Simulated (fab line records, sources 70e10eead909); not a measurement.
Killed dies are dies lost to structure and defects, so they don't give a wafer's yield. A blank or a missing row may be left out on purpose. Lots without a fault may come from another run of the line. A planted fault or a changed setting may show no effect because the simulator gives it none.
Which tool did it? | flow nand_harc | 6 lots, 18 wafers sampled, at 2 steps of a route of 1159

WHAT THE GAUGES READ, wafer by wafer
NHARC_A_CHANNEL_HOLE_D1_INSPECT_40.
lot  | measured     | on                | raw_defect_count
L123 | day 9 09:50  | defect_inspect-01 | 39 49 86
L122 | day 9 09:55  | defect_inspect-02 | 62 68 56
L129 | day 11 05:46 | defect_inspect-01 | 46 39 51
L134 | day 11 23:32 | defect_inspect-02 | 876 865 869
L137 | day 12 23:22 | defect_inspect-01 | 58 80 72
L140 | day 14 01:36 | defect_inspect-01 | 36 33 41

WHICH TOOL RAN EACH LOT (tool, then ch and the chambers of the sampled wafers, then the start)
lot  | NHARC_A_CHANNEL_HOLE_D1_ETCH_33
L123 | har_etch-02 ch 1, day 9 08:06
L122 | har_etch-01 ch 0,1, day 9 08:09
L129 | har_etch-02 ch 0,1, day 11 03:58
L134 | har_etch-01 ch 0,1, day 11 21:44
L137 | har_etch-02 ch 0,1, day 12 21:41
L140 | har_etch-02 ch 0,1, day 13 23:56
- NHARC_A_CHANNEL_HOLE_D1_ETCH_33: etches the open film in C4F8/O2/Ar, time 90 s, target depth 400 nm.

THE ANSWER, worked out from the rows above alone
Rule: what is usual is taken from the lots themselves. Put in order of their means at a reading, lots are off if they are a third of the lots or fewer, leave a main group of 4 or more, and stand apart from it by a gap of 3 or more times the standard deviation of the main group's means; of several such gaps the widest counts. A main group whose means are all the same, to the digits that the tables above print for the reading, isn't used. A lot without any number at a reading at which 4 lots or more have one is off too. The other lots that the step has rows for count as sound.
Off: L134, at NHARC_A_CHANNEL_HOLE_D1_INSPECT_40 (raw_defect_count). The main group: mean 54, standard deviation 12.
A tool fits if, at a process step before that reading, it ran every lot that is off, and no sound lot after the first of them. The gauges at NHARC_A_CHANNEL_HOLE_D1_INSPECT_40 are tried like those tools. Can't be told from this: 2 tools fit, har_etch-01 at NHARC_A_CHANNEL_HOLE_D1_ETCH_33, defect_inspect-02 at NHARC_A_CHANNEL_HOLE_D1_INSPECT_40.

WHAT THE SIMULATOR HAD PUT IN
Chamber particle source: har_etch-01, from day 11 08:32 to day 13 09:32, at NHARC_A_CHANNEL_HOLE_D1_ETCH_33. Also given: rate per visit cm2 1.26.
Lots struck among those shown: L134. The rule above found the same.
